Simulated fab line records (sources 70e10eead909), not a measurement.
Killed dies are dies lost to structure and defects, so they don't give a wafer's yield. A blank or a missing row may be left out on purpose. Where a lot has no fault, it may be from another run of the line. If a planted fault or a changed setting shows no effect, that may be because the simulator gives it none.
fab line records / flow nand_harc
record: lots: 6 wafers: 18 last_day: 33
route steps=1302 shown A_CONTACT@1100 A_BLC@1107 END@1302
lots untouched by any fault: they come from a run of this same line in which no faults occurred
start_h: hours from the record's opening day to when the first of the lot's shown wafers began / wait_h: time in hours since the lot's previous step / " repeats the value in the row above / L1.1+2: one row covering several wafers at once / - no value, or no start given / * or withheld: withheld / < > ~ a bound
route shown NAME@n: names a module that has steps shown in the file, with the first one's number in the route / usual: mean and standard deviation over wafers with no fault / same: alike in all rows / chamber/n: place in a boat / sites: each site's reading / _std_site: how widely they spread, as a standard deviation / _edge_site: the outer-site mean with the inner-site mean subtracted / radius_mm: for every site, how far away it sits from the centre of the wafer / mask NAME#n: copy n / behind: the tool/chamber that last shaped the wafer / hold: why the lot was held/for how many hours/how that ended / device: the n, p or np transistor that did not switch / end of line: the tests these same wafers got at the end of their route / where a step has no rows: the recipe by itself / killed: at the first sort, the dies lost to defects and structure; wafer yield is something else / map: dies across one wafer; x = killed, . = not, _ = none there
set.NAME: the setting as run; set.NAME@STEP: as run at that earlier step / model.NAME: the simulator's own value behind a step, which no gauge read
certain route steps with their lots: each step a table, each wafer a row
services: from which hour (start_h, from the record's first day; less than 0 if before it) a tool's chamber was out of use, for how many hours, and why
== steps ==
step: NHARC_A_CONTACT_STRIP_27
recipe: time_s: 600 temp_c: 30 chemistry: post_etch_residue_remover
step: NHARC_A_CONTACT_ALD_18
recipe: target_thk_a: 30 pulse_time_s: 1 ald_cycles: 150 temp_c: 450 material: TiN
usual: heater_power_w: 1031/75 precursor_pulse_height_rel: 0.999/0.02
lot.wafer=L810.1 tool=ald_metal-01 chamber=2 start_h=616.86 wait_h=- heater_power_w=1025 precursor_pulse_height_rel=1.020
lot.wafer=L810.2 tool=ald_metal-01 chamber=3 start_h=616.86 wait_h=- heater_power_w=1156 precursor_pulse_height_rel=0.965
lot.wafer=L810.6 tool=ald_metal-01 chamber=2 start_h=616.86 wait_h=- heater_power_w=1008 precursor_pulse_height_rel=1.020
lot.wafer=L813.2 tool=ald_metal-01 chamber=0 start_h=644.65 wait_h=- heater_power_w=989 precursor_pulse_height_rel=1.002
lot.wafer=L813.3 tool=ald_metal-01 chamber=1 start_h=644.65 wait_h=- heater_power_w=1152 precursor_pulse_height_rel=0.996
lot.wafer=L813.6 tool=ald_metal-01 chamber=0 start_h=644.65 wait_h=- heater_power_w=1027 precursor_pulse_height_rel=0.997
lot.wafer=L811.2 tool=ald_metal-04 chamber=1 start_h=648.96 wait_h=- heater_power_w=1048 precursor_pulse_height_rel=1.019
lot.wafer=L811.1 tool=ald_metal-04 chamber=2 start_h=648.96 wait_h=- heater_power_w=1109 precursor_pulse_height_rel=0.996
lot.wafer=L811.5 tool=ald_metal-04 chamber=1 start_h=648.96 wait_h=- heater_power_w=1071 precursor_pulse_height_rel=0.987
lot.wafer=L820.3 tool=ald_metal-01 chamber=3 start_h=729.93 wait_h=- heater_power_w=1127 precursor_pulse_height_rel=0.987
lot.wafer=L820.2 tool=ald_metal-01 chamber=1 start_h=729.93 wait_h=- heater_power_w=1096 precursor_pulse_height_rel=1.013
lot.wafer=L820.6 tool=ald_metal-01 chamber=0 start_h=729.93 wait_h=- heater_power_w=1027 precursor_pulse_height_rel=0.982
lot.wafer=L821.2 tool=ald_metal-04 chamber=1 start_h=732.36 wait_h=- heater_power_w=1058 precursor_pulse_height_rel=1.009
lot.wafer=L821.3 tool=ald_metal-04 chamber=3 start_h=732.36 wait_h=- heater_power_w=1142 precursor_pulse_height_rel=1.004
lot.wafer=L821.4 tool=ald_metal-04 chamber=0 start_h=732.36 wait_h=- heater_power_w=876 precursor_pulse_height_rel=1.009
lot.wafer=L822.2 tool=ald_metal-01 chamber=3 start_h=747.43 wait_h=- heater_power_w=1106 precursor_pulse_height_rel=0.982
lot.wafer=L822.5 tool=ald_metal-01 chamber=2 start_h=747.43 wait_h=- heater_power_w=1001 precursor_pulse_height_rel=0.982
lot.wafer=L822.6 tool=ald_metal-01 chamber=3 start_h=747.43 wait_h=- heater_power_w=1089 precursor_pulse_height_rel=0.997
step: NHARC_A_CONTACT_CVD_19
recipe: target_thk_a: 3000 temp_c: 300 pressure_torr: 40 wf6_flow_sccm: 40 h2_flow_sccm: 1600 ar_flow_sccm: 1560 time_s: 802 material: W
usual: heater_power_w: 494/17 throttle_valve_pct: 8.11/0.19
lot.wafer=L810.1 tool=cvd_w-02 chamber=0 start_h=- wait_h=- heater_power_w=494 throttle_valve_pct=8.10
lot.wafer=L810.2 tool=cvd_w-02 chamber=1 start_h=- wait_h=- heater_power_w=526 throttle_valve_pct=8.26
lot.wafer=L810.6 tool=cvd_w-02 chamber=1 start_h=- wait_h=- heater_power_w=521 throttle_valve_pct=8.17
lot.wafer=L813.2 tool=cvd_w-02 chamber=0 start_h=- wait_h=- heater_power_w=478 throttle_valve_pct=8.17
lot.wafer=L813.3 tool=cvd_w-02 chamber=1 start_h=- wait_h=- heater_power_w=495 throttle_valve_pct=8.15
lot.wafer=L813.6 tool=cvd_w-02 chamber=0 start_h=- wait_h=- heater_power_w=493 throttle_valve_pct=7.99
lot.wafer=L811.2 tool=cvd_w-01 chamber=1 start_h=- wait_h=- heater_power_w=474 throttle_valve_pct=8.01
lot.wafer=L811.1 tool=cvd_w-01 chamber=0 start_h=- wait_h=- heater_power_w=487 throttle_valve_pct=7.81
lot.wafer=L811.5 tool=cvd_w-01 chamber=0 start_h=- wait_h=- heater_power_w=489 throttle_valve_pct=8.29
lot.wafer=L820.2 tool=cvd_w-02 chamber=0 start_h=- wait_h=- heater_power_w=494 throttle_valve_pct=8.30
lot.wafer=L820.3 tool=cvd_w-02 chamber=0 start_h=- wait_h=- heater_power_w=493 throttle_valve_pct=8.03
lot.wafer=L820.6 tool=cvd_w-02 chamber=0 start_h=- wait_h=- heater_power_w=478 throttle_valve_pct=8.24
lot.wafer=L821.2 tool=cvd_w-02 chamber=1 start_h=- wait_h=- heater_power_w=513 throttle_valve_pct=8.26
lot.wafer=L821.4 tool=cvd_w-02 chamber=0 start_h=- wait_h=- heater_power_w=489 throttle_valve_pct=8.06
lot.wafer=L821.3 tool=cvd_w-02 chamber=1 start_h=- wait_h=- heater_power_w=502 throttle_valve_pct=8.48
lot.wafer=L822.2 tool=cvd_w-02 chamber=1 start_h=- wait_h=- heater_power_w=512 throttle_valve_pct=8.43
lot.wafer=L822.6 tool=cvd_w-02 chamber=1 start_h=- wait_h=- heater_power_w=511 throttle_valve_pct=8.15
lot.wafer=L822.5 tool=cvd_w-02 chamber=0 start_h=- wait_h=- heater_power_w=490 throttle_valve_pct=7.98
step: NHARC_A_CONTACT_CMP_20
recipe: t_overpolish_s: 30 target_thk_nm: 300
usual: edge_zone_pressure_frac: 1.000/0.0049 motor_current_A: 12.1/1.1 overpolish_run_s: 30.000/0.0096 time_to_endpoint_s: 60.3/3
lot.wafer=L810.2 tool=cmp-02 chamber=1 start_h=617.95 wait_h=0.6 edge_zone_pressure_frac=1.006 motor_current_A=12.5 overpolish_run_s=29.989 time_to_endpoint_s=56.6
lot.wafer=L810.1 tool=cmp-02 chamber=3 start_h=617.95 wait_h=0.6 edge_zone_pressure_frac=1.003 motor_current_A=9.7 overpolish_run_s=30.007 time_to_endpoint_s=63.3
lot.wafer=L810.6 tool=cmp-02 chamber=1 start_h=617.95 wait_h=0.6 edge_zone_pressure_frac=1.005 motor_current_A=11.6 overpolish_run_s=30.000 time_to_endpoint_s=56.1
lot.wafer=L813.3 tool=cmp-03 chamber=3 start_h=645.71 wait_h=0.4 edge_zone_pressure_frac=1.003 motor_current_A=12.1 overpolish_run_s=30.011 time_to_endpoint_s=63.7
lot.wafer=L813.2 tool=cmp-03 chamber=1 start_h=645.71 wait_h=0.4 edge_zone_pressure_frac=1.002 motor_current_A=12.2 overpolish_run_s=29.994 time_to_endpoint_s=59.1
lot.wafer=L813.6 tool=cmp-03 chamber=0 start_h=645.71 wait_h=0.4 edge_zone_pressure_frac=1.000 motor_current_A=13.5 overpolish_run_s=30.010 time_to_endpoint_s=58.8
lot.wafer=L811.2 tool=cmp-01 chamber=3 start_h=650.06 wait_h=0.8 edge_zone_pressure_frac=1.000 motor_current_A=11.4 overpolish_run_s=30.007 time_to_endpoint_s=60.6
lot.wafer=L811.1 tool=cmp-01 chamber=1 start_h=650.06 wait_h=0.8 edge_zone_pressure_frac=1.001 motor_current_A=14.2 overpolish_run_s=30.002 time_to_endpoint_s=57.2
lot.wafer=L811.5 tool=cmp-01 chamber=3 start_h=650.06 wait_h=0.8 edge_zone_pressure_frac=0.999 motor_current_A=11.9 overpolish_run_s=30.016 time_to_endpoint_s=56.1
lot.wafer=L820.2 tool=cmp-01 chamber=2 start_h=731.05 wait_h=0.8 edge_zone_pressure_frac=1.005 motor_current_A=11.9 overpolish_run_s=30.001 time_to_endpoint_s=59.7
lot.wafer=L820.3 tool=cmp-01 chamber=0 start_h=731.05 wait_h=0.8 edge_zone_pressure_frac=0.996 motor_current_A=10.8 overpolish_run_s=30.015 time_to_endpoint_s=60.3
lot.wafer=L820.6 tool=cmp-01 chamber=1 start_h=731.05 wait_h=0.8 edge_zone_pressure_frac=1.000 motor_current_A=14.1 overpolish_run_s=30.016 time_to_endpoint_s=62.8
lot.wafer=L821.4 tool=cmp-03 chamber=0 start_h=733.46 wait_h=0.5 edge_zone_pressure_frac=1.004 motor_current_A=14.1 overpolish_run_s=30.019 time_to_endpoint_s=65.7
lot.wafer=L821.3 tool=cmp-03 chamber=2 start_h=733.46 wait_h=0.5 edge_zone_pressure_frac=0.992 motor_current_A=12.6 overpolish_run_s=30.016 time_to_endpoint_s=61.7
lot.wafer=L821.2 tool=cmp-03 chamber=3 start_h=733.46 wait_h=0.5 edge_zone_pressure_frac=1.000 motor_current_A=11.5 overpolish_run_s=29.990 time_to_endpoint_s=65.8
lot.wafer=L822.2 tool=cmp-02 chamber=1 start_h=748.54 wait_h=0.8 edge_zone_pressure_frac=1.005 motor_current_A=12.3 overpolish_run_s=29.990 time_to_endpoint_s=59.4
lot.wafer=L822.5 tool=cmp-02 chamber=3 start_h=748.54 wait_h=0.8 edge_zone_pressure_frac=1.002 motor_current_A=9.9 overpolish_run_s=30.004 time_to_endpoint_s=61.2
lot.wafer=L822.6 tool=cmp-02 chamber=0 start_h=748.54 wait_h=0.8 edge_zone_pressure_frac=0.999 motor_current_A=11.6 overpolish_run_s=29.996 time_to_endpoint_s=62.2
step: NHARC_A_CONTACT_SRD_22
step: NHARC_A_CONTACT_INSPECT_23
usual: raw_defect_count: 559/170
lot.wafer=L810.1 tool=defect_inspect-01 chamber=- start_h=618.35 wait_h=0.1 raw_defect_count=385
lot.wafer=L810.2 tool=defect_inspect-01 chamber=- start_h=618.35 wait_h=0.1 raw_defect_count=637
lot.wafer=L810.6 tool=defect_inspect-01 chamber=- start_h=618.35 wait_h=0.1 raw_defect_count=322
lot.wafer=L813.2 tool=defect_inspect-02 chamber=- start_h=646.12 wait_h=0.1 raw_defect_count=563
lot.wafer=L813.3 tool=defect_inspect-02 chamber=- start_h=646.12 wait_h=0.1 raw_defect_count=606
lot.wafer=L813.6 tool=defect_inspect-02 chamber=- start_h=646.12 wait_h=0.1 raw_defect_count=508
lot.wafer=L811.1 tool=defect_inspect-02 chamber=- start_h=650.44 wait_h=0.1 raw_defect_count=607
lot.wafer=L811.2 tool=defect_inspect-02 chamber=- start_h=650.44 wait_h=0.1 raw_defect_count=444
lot.wafer=L811.5 tool=defect_inspect-02 chamber=- start_h=650.44 wait_h=0.1 raw_defect_count=678
lot.wafer=L820.2 tool=defect_inspect-01 chamber=- start_h=731.43 wait_h=0.1 raw_defect_count=339
lot.wafer=L820.3 tool=defect_inspect-01 chamber=- start_h=731.43 wait_h=0.1 raw_defect_count=356
lot.wafer=L820.6 tool=defect_inspect-01 chamber=- start_h=731.43 wait_h=0.1 raw_defect_count=537
lot.wafer=L821.2 tool=defect_inspect-02 chamber=- start_h=733.86 wait_h=0.1 raw_defect_count=661
lot.wafer=L821.3 tool=defect_inspect-02 chamber=- start_h=733.86 wait_h=0.1 raw_defect_count=685
lot.wafer=L821.4 tool=defect_inspect-02 chamber=- start_h=733.86 wait_h=0.1 raw_defect_count=618
lot.wafer=L822.2 tool=defect_inspect-01 chamber=- start_h=748.89 wait_h=0.1 raw_defect_count=682
lot.wafer=L822.5 tool=defect_inspect-01 chamber=- start_h=748.89 wait_h=0.1 raw_defect_count=500
lot.wafer=L822.6 tool=defect_inspect-01 chamber=- start_h=748.89 wait_h=0.1 raw_defect_count=762
step: NHARC_A_BLC_DEHYDRATE_00
recipe: temp_c: 150 time_s: 120
step: NHARC_A_BLC_HMDS_01
recipe: time_s: 30
step: NHARC_A_BLC_COAT_02
recipe: temp_c: 260 time_s: 75
step: NHARC_A_BLC_COAT_03
recipe: temp_c: 225 time_s: 65
step: NHARC_A_BLC_COAT_04
recipe: spin_rpm: 1500 resist_thk_nm: 90
step: NHARC_A_BLC_SOFTBAKE_05
recipe: temp_c: 105 time_s: 55
usual: heater_power_total_W: 188.45/0.13 resist_line_temp_C: 23.00/0.12
lot.wafer=L810.1 tool=litho_track-06 chamber=0 start_h=618 wait_h=- heater_power_total_W=188.48 resist_line_temp_C=23.12
lot.wafer=L810.2 tool=litho_track-06 chamber=0 start_h=618 wait_h=- heater_power_total_W=188.25 resist_line_temp_C=23.15
lot.wafer=L810.6 tool=litho_track-06 chamber=0 start_h=618 wait_h=- heater_power_total_W=188.48 resist_line_temp_C=23.22
lot.wafer=L813.2 tool=litho_track-06 chamber=0 start_h=646 wait_h=- heater_power_total_W=188.45 resist_line_temp_C=22.99
lot.wafer=L813.3 tool=litho_track-06 chamber=0 start_h=646 wait_h=- heater_power_total_W=188.36 resist_line_temp_C=23.17
lot.wafer=L813.6 tool=litho_track-06 chamber=0 start_h=646 wait_h=- heater_power_total_W=188.43 resist_line_temp_C=23.15
lot.wafer=L811.1 tool=litho_track-01 chamber=0 start_h=650 wait_h=- heater_power_total_W=188.54 resist_line_temp_C=22.99
lot.wafer=L811.2 tool=litho_track-01 chamber=0 start_h=650 wait_h=- heater_power_total_W=188.49 resist_line_temp_C=22.86
lot.wafer=L811.5 tool=litho_track-01 chamber=0 start_h=650 wait_h=- heater_power_total_W=188.55 resist_line_temp_C=22.94
lot.wafer=L820.2 tool=litho_track-01 chamber=0 start_h=731 wait_h=- heater_power_total_W=231.79 resist_line_temp_C=22.97
lot.wafer=L820.3 tool=litho_track-01 chamber=0 start_h=731 wait_h=- heater_power_total_W=231.94 resist_line_temp_C=22.92
lot.wafer=L820.6 tool=litho_track-01 chamber=0 start_h=731 wait_h=- heater_power_total_W=232.00 resist_line_temp_C=22.99
lot.wafer=L821.2 tool=litho_track-01 chamber=0 start_h=733 wait_h=- heater_power_total_W=231.75 resist_line_temp_C=23.07
lot.wafer=L821.3 tool=litho_track-01 chamber=0 start_h=733 wait_h=- heater_power_total_W=231.88 resist_line_temp_C=22.95
lot.wafer=L821.4 tool=litho_track-01 chamber=0 start_h=733 wait_h=- heater_power_total_W=232.00 resist_line_temp_C=22.89
lot.wafer=L822.2 tool=litho_track-06 chamber=0 start_h=748 wait_h=- heater_power_total_W=188.59 resist_line_temp_C=23.06
lot.wafer=L822.5 tool=litho_track-06 chamber=0 start_h=748 wait_h=- heater_power_total_W=188.38 resist_line_temp_C=23.17
lot.wafer=L822.6 tool=litho_track-06 chamber=0 start_h=748 wait_h=- heater_power_total_W=188.40 resist_line_temp_C=23.02
step: NHARC_A_BLC_EBR_06
step: NHARC_END_SORT_01
recipe: temp_c: 25
usual: killed_at_array: 58/17 killed_at_other: 1.0/1.4 killed_at_periphery: 3.6/2.4 killed_dies: 62/17 killed_open: 3.4/2 killed_short: 2.2/1.6
same: gross_dies: 677
lot.wafer=L813.2 tool=prober-01 chamber=0 start_h=690.89 wait_h=2.8 killed_at_array=57 killed_at_other=0 killed_at_periphery=12 killed_dies=69 killed_open=1 killed_short=4
lot.wafer=L813.3 tool=prober-01 chamber=0 start_h=691.69 wait_h=3.1 killed_at_array=70 killed_at_other=0 killed_at_periphery=8 killed_dies=78 killed_open=5 killed_short=2
lot.wafer=L813.6 tool=prober-01 chamber=0 start_h=694.11 wait_h=4.0 killed_at_array=66 killed_at_other=0 killed_at_periphery=12 killed_dies=78 killed_open=8 killed_short=1
lot.wafer=L811.1 tool=prober-02 chamber=0 start_h=697.67 wait_h=2.5 killed_at_array=76 killed_at_other=1 killed_at_periphery=0 killed_dies=77 killed_open=7 killed_short=0
lot.wafer=L811.2 tool=prober-02 chamber=0 start_h=698.47 wait_h=2.8 killed_at_array=75 killed_at_other=0 killed_at_periphery=6 killed_dies=81 killed_open=6 killed_short=1
lot.wafer=L811.5 tool=prober-02 chamber=0 start_h=700.90 wait_h=3.7 killed_at_array=69 killed_at_other=0 killed_at_periphery=3 killed_dies=72 killed_open=3 killed_short=0
killed by level:class
L813.2 A_CHANNEL_HOLE_D1:chamber_film_flake=25 A_CHANNEL_HOLE_D2:chamber_film_flake=19 P_M0:chamber_film_flake=7 A_DECK1_JOINT:chamber_film_flake=3 P_CONTACT:geometric_particle:short=2 A_WL_FILL:chamber_film_flake=2 A_CONTACT:chamber_film_flake=2 A_CHANNEL_FILL_D1:geometric_particle:short=1
L813.3 A_CHANNEL_HOLE_D1:chamber_film_flake=30 A_CHANNEL_HOLE_D2:chamber_film_flake=24 P_GATE:chamber_film_flake=4 A_M0:chamber_film_flake=3 A_CHANNEL_FILL_D1:geometric_particle:open=2 A_DECK1_JOINT:geometric_particle:open=2 P_M0:chamber_film_flake=2 A_DECK1_JOINT:chamber_film_flake=2
L813.6 A_CHANNEL_HOLE_D2:chamber_film_flake=25 A_CHANNEL_HOLE_D1:chamber_film_flake=22 P_M0:chamber_film_flake=5 A_CONTACT:chamber_film_flake=5 A_M0:chamber_film_flake=4 P_CONTACT:geometric_particle:open=2 A_M0:geometric_particle:open=2 P_GATE:chamber_film_flake=2
L811.1 A_SLIT:chamber_film_flake=31 A_CHANNEL_HOLE_D1:chamber_film_flake=25 A_STAIRCASE:chamber_film_flake=10 A_CHANNEL_FILL_D2:chamber_film_flake=2 A_ONON_D2:geometric_particle:open=1 A_CHANNEL_HOLE_D2:geometric_particle:open=1 A_SLIT:geometric_particle:open=1 A_BLC:geometric_particle:open=1
L811.2 A_SLIT:chamber_film_flake=30 A_CHANNEL_HOLE_D1:chamber_film_flake=29 A_M0:geometric_particle:open=4 A_CHANNEL_HOLE_D2:chamber_film_flake=4 P_GATE:chamber_film_flake=3 A_STAIRCASE:chamber_film_flake=3 P_ZERO_WELL:chamber_film_flake=2 A_CONTACT:chamber_film_flake=2
L811.5 A_SLIT:chamber_film_flake=29 A_CHANNEL_HOLE_D1:chamber_film_flake=25 A_STAIRCASE:chamber_film_flake=6 A_BLC:chamber_film_flake=2 A_M0:chamber_film_flake=2 P_M0:geometric_particle:open=1 A_M0:geometric_particle:open=1 A_M1:geometric_particle:open=1
== services ==
tool=cmp-02 chamber=- start_h=612.79 hours=0.3 kind=repair
tool=cmp-03 chamber=- start_h=626.57 hours=4.4 kind=repair
tool=cvd_w-02 chamber=1 start_h=627.84 hours=2.6 kind=repair
tool=cvd_w-02 chamber=- start_h=631.00 hours=13.0 kind=pm
tool=cmp-03 chamber=- start_h=632.20 hours=1.6 kind=repair
tool=cmp-02 chamber=- start_h=634.84 hours=4.0 kind=pm
tool=cmp-03 chamber=- start_h=640.19 hours=0.3 kind=repair
tool=ald_metal-01 chamber=3 start_h=648.71 hours=4.3 kind=repair
tool=ald_metal-04 chamber=- start_h=652.00 hours=10.0 kind=pm
tool=cmp-03 chamber=- start_h=652.06 hours=4.0 kind=pm
tool=ald_metal-01 chamber=1 start_h=656.31 hours=6.0 kind=repair
tool=ald_metal-01 chamber=- start_h=659.25 hours=2.2 kind=repair
tool=cmp-01 chamber=- start_h=678.39 hours=4.0 kind=pm
tool=litho_track-01 chamber=- start_h=680.00 hours=7.0 kind=pm
tool=cmp-01 chamber=- start_h=688.03 hours=1.6 kind=repair
tool=cmp-03 chamber=- start_h=690.01 hours=0.8 kind=repair
tool=cmp-03 chamber=- start_h=701.17 hours=1.0 kind=repair
tool=ald_metal-01 chamber=- start_h=704.00 hours=10.0 kind=pm
tool=litho_track-06 chamber=- start_h=704.00 hours=7.0 kind=pm
tool=cmp-02 chamber=- start_h=710.42 hours=1.6 kind=repair
tool=cvd_w-01 chamber=- start_h=728.66 hours=13.0 kind=pm
tool=cmp-03 chamber=- start_h=729.18 hours=2.0 kind=repair
tool=cmp-02 chamber=- start_h=732.84 hours=4.0 kind=pm
tool=cmp-02 chamber=- start_h=740.91 hours=1.4 kind=repair
== key ==
first_sign: step: NHARC_A_BLC_SOFTBAKE_05 reading: heater_power_total_W direction: up sigmas: 99+ usual: * struck: *
effect none on later readings
met_at NHARC_A_BLC_SOFTBAKE_05
struck_wafers L820.2,L820.3,L820.6,L821.2,L821.3,L821.4
tester_left_out L820,L821
onset_between 650 731
fault: kind: process_parameter_drift tool: litho_track-01 chamber: - onset_h: 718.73 steps: NHARC_A_BLC_SOFTBAKE_05 channel: time_s offset: * shape: step end_h: 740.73 acts_in: * stated: *
tester_left_out: of these lots the tester's yield and bins aren't shown, on N5 and GAA mostly nor the transistor test; their killed dies are dies lost to structure and defects alone, not to doping, threshold or leakage, so they don't give the yield
